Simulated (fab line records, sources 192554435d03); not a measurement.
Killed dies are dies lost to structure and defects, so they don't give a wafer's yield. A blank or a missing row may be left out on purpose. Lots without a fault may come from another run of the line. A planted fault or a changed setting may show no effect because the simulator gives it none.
Which tool did it? | flow n5_finfet | 9 lots, 27 wafers sampled, at 6 steps of a route of 1938

WHAT THE GAUGES READ, wafer by wafer
N5_SDB_INSPECT_36: inspects for defects (darkfield).
lot  | measured    | on                | raw_defect_count
L874 | day 3 23:25 | defect_inspect-01 | 20 30 12
L875 | day 4 02:02 | defect_inspect-01 | 21 34 12
L877 | day 4 13:52 | defect_inspect-02 | 31 34 30
L883 | day 6 05:25 | defect_inspect-02 | 43 67 26
L884 | day 6 06:53 | defect_inspect-02 | 59 53 28
L892 | day 9 00:04 | defect_inspect-01 | 28 60 27
L894 | day 9 03:10 | defect_inspect-02 | 42 26 24
L896 | day 9 10:35 | defect_inspect-01 | 18 45 43
L897 | day 9 18:13 | defect_inspect-01 | 47 10 29

N5_HKMG_FIN_OVL_MEAS_50.
lot  | measured    | on         | NDIPOLE_OVL (nm)
L874 | day 4 00:51 | overlay-02 | 0.2 1.6 0.1
L875 | day 4 03:36 | overlay-01 | 0.9 0.6 0.3
L877 | day 4 15:36 | overlay-02 | 1.4 0.4 1.6
L883 | day 6 07:14 | overlay-01 | -0.8 -0.3 0.4
L884 | day 6 08:28 | overlay-01 | 0.9 1.8 1.0
L892 | day 9 01:38 | overlay-01 | 4.4 4.1 3.3
L894 | day 9 04:36 | overlay-02 | 4.7 5.3 3.0
L896 | day 9 12:19 | overlay-02 | 0.1 1.0 0.4
L897 | day 9 19:40 | overlay-02 | -0.2 0.2 -0.9

N5_BEOL_M4_RC_MEAS_101.
lot  | measured     | on        | DIBL_N (mV/V)  | DIBL_P (mV/V)  | IOFF_N (nA/um)    | IOFF_P (nA/um) | ION_N (uA/um) | ION_P (uA/um) | SS_N (mV/dec)  | SS_P (mV/dec)  | VT_N (mV)         | VT_P (mV)
L874 | day 7 23:20  | prober-02 | 34.3 36.1 36.9 | 35.5 38.0 38.7 | 0.138 0.161 0.184 | 0.19 0.24 0.25 | 668 682 688   | 457 466 465   | 70.9 71.5 72.0 | 72.3 72.9 73.2 | 252.3 252.3 249.9 | -251 -251 -246
L875 | day 7 20:24  | prober-01 | 37.7 36.3 38.5 | 38.5 36.5 39.0 | 0.175 0.146 0.194 | 0.26 0.22 0.27 | 683 676 683   | 474 472 468   | 72.3 71.1 72.0 | 74.0 73.0 74.1 | 251.0 251.9 247.4 | -247 -250 -245
L877 | day 8 17:38  | prober-01 | 36.9 38.4 36.7 | 36.6 37.3 35.5 | 0.154 0.171 0.148 | 0.22 0.22 0.20 | 666 669 670   | 461 461 458   | 72.4 71.9 71.7 | 73.5 74.1 72.9 | 254.4 251.4 253.9 | -251 -252 -252
L883 | day 10 02:59 | prober-02 | 37.6 35.8 35.6 | 38.5 37.4 37.4 | 0.184 0.158 0.165 | 0.24 0.22 0.22 | 698 686 696   | 475 467 477   | 72.1 71.1 71.1 | 73.9 73.5 73.4 | 245.7 250.7 247.4 | -249 -249 -248
L884 | day 10 01:27 | prober-01 | 35.0 35.1 34.2 | 35.7 35.6 33.3 | 0.139 0.144 0.128 | 0.19 0.20 0.17 | 672 683 671   | 468 468 462   | 71.4 71.3 70.5 | 73.3 72.9 73.1 | 252.1 252.2 254.2 | -252 -251 -252
L892 | day 12 17:14 | prober-01 | 35.9 37.0 38.6 | 35.2 37.2 40.1 | 0.144 0.162 0.212 | 0.20 0.23 0.30 | 699 691 705   | 475 467 488   | 71.7 71.6 72.1 | 73.5 74.1 74.0 | 248.9 248.4 245.7 | -250 -251 -242
L894 | day 13 19:52 | prober-02 | 38.4 37.6 37.1 | 36.8 36.5 35.7 | 0.179 0.163 0.161 | 0.26 0.25 0.22 | 673 666 658   | 468 467 457   | 72.1 72.0 72.8 | 73.3 74.1 73.2 | 249.6 249.4 253.0 | -247 -247 -247
L896 | day 14 08:34 | prober-02 | 35.0 34.2 32.9 | 34.8 34.5 33.3 | 0.149 0.141 0.116 | 0.22 0.22 0.19 | 664 686 666   | 463 482 469   | 71.1 70.4 71.3 | 72.8 73.0 73.1 | 250.4 249.9 252.7 | -248 -248 -251
L897 | day 14 01:01 | prober-01 | 38.4 36.2 36.0 | 38.9 36.3 35.3 | 0.223 0.157 0.158 | 0.30 0.23 0.21 | 690 666 675   | 478 461 461   | 73.0 71.9 71.6 | 74.6 73.7 72.9 | 246.9 252.2 252.8 | -245 -248 -252

WHICH TOOL RAN EACH LOT (tool, then ch and the chambers of the sampled wafers, then the start)
lot  | N5_HKMG_FIN_EXPOSE_46             | N5_HKMG_FIN_DESCUM_53             | N5_HKMG_FIN_ETCH_54
L874 | arfi_scanner-01 ch 0, day 4 00:42 | rie_diel-04 ch 0,2,3, day 4 00:54 | rie_diel-04 ch 0,2,3, day 4 00:56
L875 | arfi_scanner-02 ch 0, day 4 03:27 | rie_diel-04 ch 1,2,3, day 4 03:49 | rie_diel-04 ch 1,2,3, day 4 03:50
L877 | arfi_scanner-02 ch 0, day 4 15:27 | rie_diel-04 ch 1,2, day 4 15:40   | rie_diel-04 ch 1,2, day 4 15:42
L883 | arfi_scanner-03 ch 0, day 6 07:05 | rie_diel-05 ch 0,1,2, day 6 07:18 | rie_diel-05 ch 0,1,2, day 6 07:20
L884 | arfi_scanner-01 ch 0, day 6 08:19 | rie_diel-02 ch 1,2, day 6 08:49   | rie_diel-02 ch 1,2, day 6 08:50
L892 | arfi_scanner-03 ch 0, day 9 01:29 | rie_diel-02 ch 0,2,3, day 9 01:41 | rie_diel-02 ch 0,2,3, day 9 01:43
L894 | arfi_scanner-03 ch 0, day 9 04:27 | rie_diel-02 ch 1,2,3, day 9 04:44 | rie_diel-02 ch 1,2,3, day 9 04:47
L896 | arfi_scanner-01 ch 0, day 9 12:10 | rie_diel-02 ch 1,2, day 9 12:32   | rie_diel-02 ch 1,2, day 9 12:34
L897 | arfi_scanner-01 ch 0, day 9 19:30 | rie_diel-02 ch 0,2, day 9 19:43   | rie_diel-02 ch 0,2, day 9 19:45
- N5_HKMG_FIN_EXPOSE_46: exposes mask NDIPOLE.
- N5_HKMG_FIN_DESCUM_53: chemistry O2, time 7.9 s.
- N5_HKMG_FIN_ETCH_54: etches SiARC in CF4, target depth 45.5 nm, time 75.8 s.

WHAT THE TOOLS THEMSELVES READ (means of the sampled wafers that have a number; where no wafer has one, the mark that the record gives instead)
N5_HKMG_FIN_DESCUM_53.
lot  | tool        | chamber_pressure_mTorr (mTorr) | drypump_motor_current_A (A) | oes_product_au (a.u.) | rf_vpp_V (V) | showerhead_plenum_p_Torr (Torr) | throttle_valve_pct (%)
L874 | rie_diel-04 | 19.985                         | 5.8                         | 0.72                  | 243.5        | 2.09                            | 20.31
L875 | rie_diel-04 | 19.993                         | 5.9                         | 0.83                  | 242.9        | 2.13                            | 20.36
L877 | rie_diel-04 | 19.985                         | 5.5                         | 0.89                  | 243.9        | 2.11                            | 20.27
L883 | rie_diel-05 | 19.994                         | 6.0                         | 0.85                  | 242.6        | 2.08                            | 20.43
L884 | rie_diel-02 | 20.000                         | 5.6                         | 0.87                  | 243.4        | 2.16                            | 20.21
L892 | rie_diel-02 | 19.974                         | 5.9                         | 0.81                  | 243.3        | 2.11                            | 20.21
L894 | rie_diel-02 | 20.001                         | 5.7                         | 0.85                  | 244.0        | 2.15                            | 20.17
L896 | rie_diel-02 | 19.980                         | 5.9                         | 0.81                  | 244.5        | 2.18                            | 20.26
L897 | rie_diel-02 | 20.008                         | 5.9                         | 0.74                  | 243.6        | 2.06                            | 20.33

N5_HKMG_FIN_ETCH_54.
lot  | tool        | cf4_flow_sccm (sccm) | chamber_pressure_mTorr (mTorr) | drypump_motor_current_A (A) | etch_rf_on_time_s (s) | oes_product_au (a.u.) | rf_vpp_V (V) | showerhead_plenum_p_Torr (Torr) | throttle_valve_pct (%)
L874 | rie_diel-04 | 100.0                | 40.01                          | 5.8                         | 75.7                  | 0.61                  | 184.3        | 2.15                            | 15.61
L875 | rie_diel-04 | 99.8                 | 39.98                          | 5.9                         | 74.4                  | 0.71                  | 184.8        | 2.17                            | 15.54
L877 | rie_diel-04 | 100.1                | 40.03                          | 5.5                         | 73.1                  | 0.77                  | 184.0        | 2.16                            | 15.44
L883 | rie_diel-05 | 100.0                | 40.00                          | 6.0                         | 74.5                  | 0.73                  | 184.6        | 2.13                            | 15.61
L884 | rie_diel-02 | 99.8                 | 39.97                          | 5.5                         | 76.3                  | 0.74                  | 185.0        | 2.19                            | 15.37
L892 | rie_diel-02 | 99.9                 | 39.97                          | 5.9                         | 77.2                  | 0.69                  | 184.7        | 2.15                            | 15.39
L894 | rie_diel-02 | 100.3                | 40.00                          | 5.7                         | 75.4                  | 0.73                  | 185.3        | 2.20                            | 15.34
L896 | rie_diel-02 | 99.8                 | 39.99                          | 5.9                         | 76.1                  | 0.70                  | 185.5        | 2.21                            | 15.40
L897 | rie_diel-02 | 99.8                 | 39.97                          | 5.9                         | 77.8                  | 0.63                  | 184.4        | 2.10                            | 15.54

THE ANSWER, worked out from the rows above alone
Rule: what is usual is taken from the lots themselves. Put in order of their means at a reading, lots are off if they are a third of the lots or fewer, leave a main group of 4 or more, and stand apart from it by a gap of 3 or more times the standard deviation of the main group's means; of several such gaps the widest counts. A main group whose means are all the same, to the digits that the tables above print for the reading, isn't used. A lot without any number at a reading at which 4 lots or more have one is off too. The other lots that the step has rows for count as sound. The gauges are gone through in route order, then the tools' own readings, and for those a lot's mean is taken as printed above. The first step at which some lot is off is used, and at that step the reading that is off furthest; a lot without a number counts as furthest.
Off: L892, L894, at N5_HKMG_FIN_OVL_MEAS_50 (NDIPOLE_OVL). The main group: mean 0.5 nm, standard deviation 0.55.
A tool fits if, at a process step before that reading, it ran every lot that is off, and no sound lot after the first of them. The gauges at N5_HKMG_FIN_OVL_MEAS_50 are tried like those tools. One fits: arfi_scanner-03 at N5_HKMG_FIN_EXPOSE_46. Its last sound lot is L883 (day 6 07:05), its first lot that is off L892 (day 9 01:29): a fault that began between those two fits.

WHAT THE SIMULATOR HAD PUT IN
Scanner matching overlay: arfi_scanner-03, from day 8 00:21 on, at N5_HKMG_FIN_EXPOSE_46. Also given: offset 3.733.
Lots struck among those shown: L892, L894. The rule above found the same.
